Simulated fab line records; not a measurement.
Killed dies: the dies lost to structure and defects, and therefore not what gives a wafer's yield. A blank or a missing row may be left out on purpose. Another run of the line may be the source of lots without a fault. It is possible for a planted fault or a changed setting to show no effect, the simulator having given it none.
fab line records	flow n5Finfet
[record] lots = 9	wafers = 27	lastDay = 18
route steps=1938 shown BEOL_M1@828 BEOL_M2@841 BEOL_M4@1111 PASSIVATION@1936
lots untouched by any fault: they come from a run of this same line in which no faults occurred
startH: the number of hours between the record's first day and the start of the first shown wafer of the lot	waitH: hours elapsed since this lot's preceding step	" identical to the entry in the row above	L1.1+2: several wafers, shown together as one row	- either no value or no given start	* or withheld: withheld	< > ~ a bound
route shown NAME@n: a module of which the file shows steps, and the number in the route of the first	usual: average and standard deviation across the fault-free wafers	same: alike in all rows	chamber/n: place in a boat	sites: per-site readings	_std_site: standard deviation of those values	_edge_site: outer sites' mean less inner sites'	radiusMm: how far each site lies from the wafer's centre	mask NAME#n: copy n	behind: tool/chamber where the wafer was last shaped	hold: reason for holding the lot/hours on hold/outcome of the hold	device: the n, p or np transistor that did not switch	end of line: tests run on the same wafers once the route is complete	for a step that has no rows: nothing shown but its recipe	killed: at the first sort, the dies lost to defects and structure; wafer yield is something else	map: per-die view of a wafer (x killed, . not killed, _ where there is no die)
set.NAME: the setting as run; set.NAME@STEP: as run at that earlier step	model.NAME: the simulator's own value behind a step, which no gauge read
steps of the route over a sample of lots; a table a step, a row a wafer
services: the hour from which a tool's chamber was out of use, counted from the record's first day as startH (under 0 if before that day), plus the number of hours and why
[[steps]]
[step N5_BEOL_M1_SPUTTER_94]
[recipe] material = Cu	targetThkA = 45	tempC = -20	chamberPressurePa = 0.07	powerW = withheld	timeS = 8.29
[usual] throttleValvePct = 29.5/1.2
lot.wafer	tool	chamber	startH	waitH	throttleValvePct
L842.2	pvdSputter-02	-	138.29	0.1	31.3
L842.4	"	-	"	"	29.9
L842.6	"	-	"	"	30.2
L844.2	pvdSputter-01	-	154.67	0.1	29.7
L844.3	"	-	"	"	31.2
L844.4	"	-	"	"	29.1
L846.2	pvdSputter-01	-	163.20	0.1	29.1
L846.3	"	-	"	"	29.6
L846.4	"	-	"	"	27.6
L845.1	pvdSputter-03	-	167.82	0.1	29.1
L845.2	"	-	"	"	31.1
L845.5	"	-	"	"	30.8
L855.1	pvdSputter-01	-	216.06	0.1	29.9
L855.2	"	-	"	"	29.6
L855.3	"	-	"	"	27.7
L857.2	pvdSputter-03	-	234.61	0.1	30.9
L857.3	"	-	"	"	30.4
L857.5	"	-	"	"	31.1
L860.2	pvdSputter-03	-	243.48	0.1	30.4
L860.3	"	-	"	"	31.0
L860.4	"	-	"	"	28.8
L861.1	pvdSputter-02	-	251.05	0.1	27.4
L861.3	"	-	"	"	29.8
L861.5	"	-	"	"	29.5
L862.1	pvdSputter-02	-	271.75	0.1	27.6
L862.3	"	-	"	"	30.1
L862.5	"	-	"	"	29.7
[step N5_BEOL_M1_ANNEAL_51]
[recipe] tempC = 225	timeS = 90	ambient = N2
[usual] wafer_temp_C_max = 225.80/0.29
lot.wafer	tool	chamber	startH	waitH	wafer_temp_C_max
L842.2	rtpAnneal-02	0	138.75	0.1	226.06
L842.4	"	0	"	"	226.25
L842.6	"	0	"	"	226.09
L844.2	rtpAnneal-02	0	155.13	0.1	226.24
L844.3	"	0	"	"	226.21
L844.4	"	0	"	"	225.91
L846.2	rtpAnneal-02	0	163.66	0.1	225.78
L846.3	"	0	"	"	226.30
L846.4	"	0	"	"	225.91
L845.1	rtpAnneal-02	0	168.24	0.1	225.63
L845.2	"	0	"	"	225.73
L845.5	"	0	"	"	225.89
L855.1	rtpAnneal-02	0	216.48	0.1	225.97
L855.2	"	0	"	"	225.46
L855.3	"	0	"	"	226.08
L857.2	rtpAnneal-02	0	235.07	0.1	225.69
L857.3	"	0	"	"	225.90
L857.5	"	0	"	"	226.13
L860.2	rtpAnneal-02	0	243.97	0.1	226.19
L860.3	"	0	"	"	225.53
L860.4	"	0	"	"	226.10
L861.1	rtpAnneal-01	0	251.65	0.2	225.60
L861.3	"	0	"	"	225.38
L861.5	"	0	"	"	225.40
L862.1	rtpAnneal-02	0	272.82	0.7	225.76
L862.3	"	0	"	"	225.69
L862.5	"	0	"	"	225.57
[step N5_BEOL_M2_ILD_DEP_00]
[recipe] material = SiOC	targetThkA = 790	tempC = 350	precursor = DEMS/O2	pressureTorr = 5	rfW = 500	timeS = 15.3
[usual] heaterPowerOuterW = 265/51	heaterPowerW = 494/95	showerheadPlenumPTorr = 5.694/0.02	throttleValvePct = 11.9/0.94
lot.wafer	tool	chamber	startH	waitH	heaterPowerOuterW	heaterPowerW	showerheadPlenumPTorr	sinceWetCleanH	throttleValvePct
L842.2	pecvd-02	2	139.70	0.0	221	404	5.651	90	11.1
L842.4	"	2	"	"	218	401	5.672	-	11.3
L842.6	"	0	"	"	279	520	5.697	-	12.5
L844.2	pecvd-03	2	156.00	0.0	336	547	5.679	2129	12.2
L844.3	"	1	"	"	320	671	5.709	1404	10.3
L844.4	"	1	"	"	323	661	5.714	-	10.8
L846.2	pecvd-03	1	164.60	0.0	356	710	5.696	1412	10.7
L846.3	"	2	"	"	333	523	5.689	2137	12.6
L846.4	"	1	"	"	346	699	5.723	-	10.5
L845.1	pecvd-03	0	169.17	0.0	237	474	5.729	692	13.2
L845.2	"	2	"	"	280	471	5.675	2142	12.3
L845.5	"	1	"	"	333	648	5.709	-	10.6
L855.1	pecvd-03	1	217.40	0.0	278	600	5.716	1465	10.7
L855.2	"	0	"	"	207	441	5.713	740	13.0
L855.3	"	1	"	"	291	600	5.709	-	10.4
L857.2	pecvd-03	1	235.94	0.0	316	641	5.724	1484	10.8
L857.3	"	0	"	"	247	475	5.716	759	13.0
L857.5	"	0	"	"	249	488	5.710	-	12.9
L860.2	pecvd-02	0	244.84	0.0	278	491	5.709	949	13.1
L860.3	"	1	"	"	230	410	5.668	1674	11.7
L860.4	"	1	"	"	227	414	5.681	-	11.3
L861.1	pecvd-01	1	252.57	0.0	356	583	5.699	2044	12.7
L861.3	"	2	"	"	307	552	5.673	519	12.1
L861.5	"	1	"	"	353	592	5.706	-	12.6
L862.1	pecvd-02	0	274.00	0.0	265	494	5.699	978	13.2
L862.3	"	1	"	"	255	451	5.678	1703	11.6
L862.5	"	0	"	"	267	494	5.715	-	13.5
[step N5_BEOL_M2_THK_MEAS_01]
[recipe] reads = SiOC_of_BEOL_M2_ILD_DEP_00
[usual] M2_ILD_THK = 78.9/0.85
lot.wafer	tool	chamber	startH	waitH	M2_ILD_THK[nm]
L842.2	filmMetro-01	-	139.76	0.1	78.2
L842.4	"	-	"	"	78.3
L842.6	"	-	"	"	79.0
L844.2	filmMetro-02	-	156.07	0.1	77.9
L844.3	"	-	"	"	78.7
L844.4	"	-	"	"	79.0
L846.2	filmMetro-01	-	164.67	0.1	77.6
L846.3	"	-	"	"	78.0
L846.4	"	-	"	"	78.7
L845.1	filmMetro-02	-	169.23	0.0	78.7
L845.2	"	-	"	"	78.7
L845.5	"	-	"	"	79.3
L855.1	filmMetro-02	-	217.48	0.1	77.7
L855.2	"	-	"	"	78.2
L855.3	"	-	"	"	73.8
L857.2	filmMetro-02	-	236.01	0.1	78.5
L857.3	"	-	"	"	73.0
L857.5	"	-	"	"	80.7
L860.2	filmMetro-01	-	244.91	0.1	78.2
L860.3	"	-	"	"	78.0
L860.4	"	-	"	"	78.9
L861.1	filmMetro-02	-	252.63	0.0	77.5
L861.3	"	-	"	"	78.0
L861.5	"	-	"	"	78.8
L862.1	filmMetro-01	-	274.07	0.0	78.6
L862.3	"	-	"	"	78.2
L862.5	"	-	"	"	79.1
[step N5_BEOL_M2_PECVD_72]
[recipe] material = SiO2	targetThkA = 160	tempC = 400	precursor = TEOS/O2	pressureTorr = 5.5	rfW = 450	teosFlowSccm = 53.8	gas = O2	flowSccm = 3000	timeS = 18
[usual] heaterPowerOuterW = 433/81	heaterPowerW = 726/120	showerheadPlenumPTorr = 8.77/0.076	throttleValvePct = 22.6/1.4
lot.wafer	tool	chamber	startH	waitH	heaterPowerOuterW	heaterPowerW	showerheadPlenumPTorr	sinceWetCleanH	throttleValvePct
L842.2	pecvd-01	0	139.80	0.0	425	772	8.82	1206	23.6
L842.4	"	2	"	"	487	823	8.73	-	22.6
L842.6	"	0	"	"	435	761	8.81	-	23.5
L844.2	pecvd-02	1	156.10	0.0	363	581	8.69	1585	22.1
L844.3	"	2	"	"	335	590	8.65	106	20.9
L844.4	"	2	"	"	341	566	8.67	-	20.9
L846.2	pecvd-02	0	164.70	0.0	424	701	8.87	869	24.1
L846.3	"	1	"	"	421	683	8.69	1594	21.8
L846.4	"	0	"	"	420	709	8.85	-	24.0
L845.1	pecvd-02	1	169.27	0.0	328	551	8.69	1598	21.7
L845.2	"	0	"	"	441	739	8.87	873	24.1
L845.5	"	1	"	"	330	541	8.72	-	21.6
L855.1	pecvd-01	2	217.52	0.0	398	677	8.70	484	22.6
L855.2	"	1	"	"	543	849	8.83	2009	23.6
L855.3	"	0	"	"	420	724	8.80	1284	23.3
L857.2	pecvd-01	0	236.05	0.0	339	640	8.80	1302	23.4
L857.3	"	2	"	"	443	735	8.71	502	22.7
L857.5	"	0	"	"	339	638	8.83	-	23.0
L860.2	pecvd-01	2	244.94	0.0	428	719	8.70	511	22.7
L860.3	"	1	"	"	502	771	8.84	2036	23.5
L860.4	"	0	"	"	358	659	8.81	-	23.3
L861.1	pecvd-01	2	252.67	0.0	470	800	8.72	519	22.7
L861.3	"	1	"	"	601	932	8.84	2044	23.6
L861.5	"	1	"	"	589	900	8.80	-	23.8
L862.1	pecvd-03	2	274.11	0.0	534	774	8.70	43	19.9
L862.3	"	1	"	"	533	1012	8.86	1522	20.0
L862.5	"	0	"	"	396	705	8.91	-	24.6
[step N5_BEOL_M4_RC_MEAS_101]
[usual] DIBL_N = 36.5/1.4	DIBL_P = 36.9/1.7	IOFF_N = 0.163/0.023	IOFF_P = 0.22/0.032	ION_N = 673/9	ION_P = 462/7.5	SS_N = 71.6/0.54	SS_P = 73.4/0.62	VT_N = 249.8/2.8	VT_P = -250/3.5
lot.wafer	tool	chamber	startH	waitH	DIBL_N[mV/V]	DIBL_P[mV/V]	IOFF_N[nA/um]	IOFF_P[nA/um]	ION_N[uA/um]	ION_P[uA/um]	SS_N[mV/dec]	SS_P[mV/dec]	VT_N[mV]	VT_P[mV]
L842.2	prober-02	0	182.56	0.2	36.8	36.5	0.161	0.26	684	479	71.6	73.5	249.2	-243
L842.4	"	0	"	"	37.5	36.5	0.173	0.25	680	475	72.0	73.7	247.9	-248
L842.6	"	0	"	"	38.1	37.9	0.186	0.29	689	482	71.9	73.7	245.9	-244
L844.2	prober-01	0	188.16	0.2	37.6	36.9	0.182	0.29	679	470	71.9	72.8	247.3	-242
L844.3	"	0	"	"	37.0	35.2	0.159	0.25	663	466	72.1	73.0	249.2	-245
L844.4	"	0	"	"	36.0	35.0	0.147	0.25	675	472	71.5	72.7	251.0	-243
L846.2	prober-01	0	197.64	0.2	35.7	35.3	0.135	0.19	663	459	71.3	73.8	253.6	-253
L846.3	"	0	"	"	37.9	38.6	0.182	0.24	680	464	71.5	74.6	247.2	-248
L846.4	"	0	"	"	37.6	37.6	0.172	0.22	689	470	71.0	74.1	249.3	-251
L845.1	prober-02	0	210.53	0.0	37.1	37.7	0.158	0.21	673	458	71.7	73.4	250.3	-253
L845.2	"	0	"	"	38.0	39.2	0.177	0.23	682	465	71.6	73.7	247.7	-250
L845.5	"	0	"	"	38.9	40.3	0.197	0.26	686	460	72.0	74.4	247.2	-249
L855.1	prober-01	0	250.54	0.0	37.3	38.5	0.196	0.24	682	462	71.8	74.2	245.1	-249
L855.2	"	0	"	"	38.3	39.0	0.204	0.25	694	464	71.9	74.2	244.8	-248
L855.3	"	0	"	"	36.1	36.6	0.161	0.22	687	469	70.9	74.0	248.7	-249
L857.2	prober-02	0	276.68	0.2	36.8	38.5	0.174	0.21	686	462	71.9	73.5	247.8	-251
L857.3	"	0	"	"	36.8	38.7	0.182	0.24	684	470	71.7	73.6	248.8	-248
L857.5	"	0	"	"	37.8	40.1	0.198	0.25	688	467	72.4	73.6	244.6	-246
L860.2	prober-02	0	282.28	0.2	37.8	39.6	0.191	0.22	679	457	71.9	74.2	247.5	-252
L860.3	"	0	"	"	35.1	36.1	0.142	0.17	671	448	71.0	73.7	251.1	-258
L860.4	"	0	"	"	34.4	35.9	0.128	0.17	656	454	70.8	73.8	255.7	-254
L861.1	prober-01	0	307.65	0.0	32.4	32.4	0.116	0.17	662	457	70.1	72.2	252.3	-253
L861.3	"	0	"	"	33.6	34.1	0.125	0.18	672	472	70.4	72.7	252.2	-251
L861.5	"	0	"	"	33.5	33.6	0.126	0.17	670	458	70.2	72.0	247.5	-254
L862.1	prober-02	0	309.87	0.0	37.4	36.8	0.154	0.21	669	464	71.8	73.0	251.2	-249
L862.3	"	0	"	"	35.0	33.4	0.117	0.16	668	456	71.4	72.8	254.7	-253
L862.5	"	0	"	"	37.4	36.2	0.156	0.20	664	455	71.9	73.4	252.8	-249
[step N5_PASSIVATION_PROBE_49]
[usual] defectLimitedYield = 91.2/1.4	killed_at_M0_to_M3 = 35/11	killed_at_M4_up = 12/4.2	killedAtContacts = 13/5.6	killedAtFrontEnd = 40/12	killedAtOther = 3.3/2.6	killedDies = 103/17	killedOpen = 68/12	killedShort = 34/7.6	sort_bin_5_function = 5.1/0.95	sort_bin_6_memory = 3.3/0.68	sortNPass = 1077/17	sortYieldPct = 91.2/1.4
[same] grossDies = 1180	killedAtBackSide = 0	sort_bin_4_leakage[%] = 0	sort_bin_8_speed[%] = 0
lot.wafer	tool	chamber	startH	waitH	defectLimitedYield[%]	killed_at_M0_to_M3	killed_at_M4_up	killedAtContacts	killedAtFrontEnd	killedAtOther	killedDies	killedOpen	killedShort	sort_bin_5_function[%]	sort_bin_6_memory[%]	sortNPass	sortYieldPct[%]
L845.1	prober-02	-	318.73	0.0	92.5	27	10	7	41	4	89	62	25	4.4	2.9	1091	92.5
L845.2	prober-02	-	318.78	0.1	93.7	22	12	9	25	6	74	49	23	3.9	2.4	1106	93.7
L845.5	prober-02	-	318.93	0.2	89.4	45	11	32	30	7	125	84	39	6.4	4.1	1055	89.4
L855.2	prober-01	-	349.18	0.1	91.3	28	11	17	42	5	103	66	36	4.7	3.5	1077	91.3
// killed by level:class
L845.1 DUMMY_GATE:geometricParticle:open=14 BEOL_M0_SAQP:geometricParticle:short=9 BEOL_M0_SAQP:geometricParticle:open=8 MOL_CONTACT_COAG:geometricParticle:open=7 BEOL_M1:geometricParticle:open=6 STI_FIN_REVEAL:geometricParticle:open=5 DUMMY_GATE:geometricParticle:short=5 ILD0:geometricParticle:open=3
L845.2 MOL_CONTACT_COAG:geometricParticle:open=9 BEOL_M0_SAQP:geometricParticle:open=9 FIN_SAQP:geometricParticle:short=6 FIN_SAQP:geometricParticle:open=5 STI_FIN_REVEAL:geometricParticle:open=4 BEOL_M0:geometricParticle:short=4 STARTING-WAFER:geometricParticle:open=4 BEOL_M0_SAQP:geometricParticle:short=3
L845.5 MOL_CONTACT_COAG:geometricParticle:open=23 BEOL_M0_SAQP:geometricParticle:open=14 BEOL_M1:geometricParticle:open=10 FIN_SAQP:geometricParticle:short=9 MOL_CONTACT_COAG:geometricParticle:short=9 FIN_SAQP:geometricParticle:open=7 BEOL_M0_SAQP:geometricParticle:short=6 BEOL_M2:geometricParticle:open=6
L855.2 MOL_CONTACT_COAG:geometricParticle:open=15 STI_FIN_REVEAL:geometricParticle:open=14 BEOL_M0_SAQP:geometricParticle:short=9 FIN_SAQP:geometricParticle:open=7 FIN_SAQP:geometricParticle:short=5 BEOL_M0_SAQP:geometricParticle:open=5 BEOL_M4:geometricParticle:open=5 BEOL_M2:geometricParticle:open=4
[[services]]
tool	chamber	startH	hours	kind
pecvd-01	0	142.94	2.1	scheduledDown
pecvd-01	-	160.29	28.1	pm
pecvd-02	0	186.26	5.5	scheduledDown
pecvd-02	1	199.61	2.1	scheduledDown
pecvd-03	2	202.38	-	clean
pecvd-03	2	202.38	-	consumableReplace:showerhead
pecvd-03	2	202.38	29.0	scheduledDown
pecvd-03	2	202.38	29.0	ventCycle
pecvd-02	0	210.02	2.1	scheduledDown
[[key]]
[firstSign] step = N5_BEOL_M2_THK_MEAS_01	reading = M2_ILD_THK	direction = down	sigmas = 6.4	usual = 78.9	struck = 73.4
effect none on later readings
metAt N5_BEOL_M2_ILD_DEP_00
struckLots L855,L857
struckWafers L855.3,L857.3
notActingAt N5_BEOL_M1_SPUTTER_94,N5_BEOL_M1_ANNEAL_51,N5_BEOL_M2_PECVD_72
onsetBetween 169.17 217.40
[fault] kind = processParameterDrift	tool = pecvd-03	chamber = -	onsetH = 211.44	steps = N5_BEOL_M2_ILD_DEP_00	channel = timeS	offset = *	shape = step	endH = 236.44	scope = struckWafersOnly	actsIn = *	stated = *
